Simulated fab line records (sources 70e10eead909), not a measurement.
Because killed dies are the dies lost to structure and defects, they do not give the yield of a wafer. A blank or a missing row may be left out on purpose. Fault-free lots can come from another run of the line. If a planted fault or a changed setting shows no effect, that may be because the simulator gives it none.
One fault seen from 2 desks -- flow nand-harc -- each desk holds nothing but its own numbers, with what lay behind them at the end

TOOL OWNER'S DESK, rie-diel-06
The tool's own readings at NHARC_HYBRID_BOND_ACTIVATE_00 (chemistry N2, time 60 s): means of the sampled wafers that have a number, for each lot that ran on this tool. Marked OUT: a lot whose mean sits more than 4 standard deviations from the usual mean, which makes it out of limits; the brackets give that distance.
Columns: A = drypump-motor-current-A at NHARC_HYBRID_BOND_ACTIVATE_00, usual 5.9 A; B = oes-product-au at NHARC_HYBRID_BOND_ACTIVATE_00, usual 0.999 a.u.; C = rf-vpp-V at NHARC_HYBRID_BOND_ACTIVATE_00, usual 64.0 V; D = run-length-s at NHARC_HYBRID_BOND_ACTIVATE_00, usual 81.0 s; E = showerhead-plenum-p-Torr at NHARC_HYBRID_BOND_ACTIVATE_00, usual 1.73 Torr
lot,first seen here,A,B,C,D,E
L932,day 24 07:55,5.8,0.999,64.0,81.3,1.75
L933,day 24 10:38,6.0,0.992,63.7,81.3,1.73
L935,day 24 23:56,5.8,1.007,64.2,80.7,1.68
L936,day 25 01:08,5.9,1.000,64.2,86.8 (+17) OUT,1.75
L938,day 26 06:22,6.1,1.004,64.4,86.9 (+17) OUT,1.70
L937,day 26 09:28,5.8,1.006,63.9,86.9 (+17) OUT,1.68
L946,day 29 13:24,5.9,0.997,63.9,81.2,1.72
L947,day 29 13:42,5.8,0.998,63.4,81.0,1.70
L948,day 30 17:06,6.1,1.003,63.9,81.0,1.70
L953,day 32 17:23,5.9,1.001,65.0,81.1,1.74
This desk's verdict: out of limits on L936, L937, L938, starting with L936 at day 25 01:08 (run-length-s at NHARC_HYBRID_BOND_ACTIVATE_00). L932, L933, L935, L946, L947, L948, L953: within limits.

THE METROLOGY DESK
Lot by lot, what the gauges showed, no matter which tool ran the lot: averages of those sampled wafers that carry a number. Marked OUT: a lot whose mean sits more than 4 standard deviations from the usual mean, which makes it out of limits; the brackets give that distance.
Columns: A = cd-nm at NHARC_A_M1_CD_MEAS_16, usual 119.4 nm
lot,first seen here,A
L930,day 23 06:17,119.8
L932,day 24 00:49,119.4
L933,day 24 03:35,119.7
L935,day 24 16:47,119.1
L936,day 24 18:02,119.6
L938,day 25 23:12,120.4
L937,day 26 02:17,119.9
L946,day 29 05:59,120.3
L947,day 29 06:38,118.7
L948,day 30 10:02,118.8
L949,day 30 22:52,119.5
L953,day 32 09:00,119.5
Finding of this desk: none of the 12 lots has anything out of limits.

ALL TOGETHER
An alarm could have come from the tool owner's desk at day 25 01:08, on L936, L937, L938.
Metrology desk: nothing out of limits seen.
The metrology desk has L936, L937, L938 on record, within its limits.
Of the lots named, all ran NHARC_HYBRID_BOND_ACTIVATE_00 on rie-diel-06.

WHAT WAS PUT IN BY THE SIMULATOR
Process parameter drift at NHARC_HYBRID_BOND_ACTIVATE_00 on rie-diel-06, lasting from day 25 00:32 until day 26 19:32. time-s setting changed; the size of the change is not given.
Lots struck among those shown: L936, L937, L938.
Time in hours from fault onset to the first out-of-limits reading at each desk: the tool owner's desk, 1.
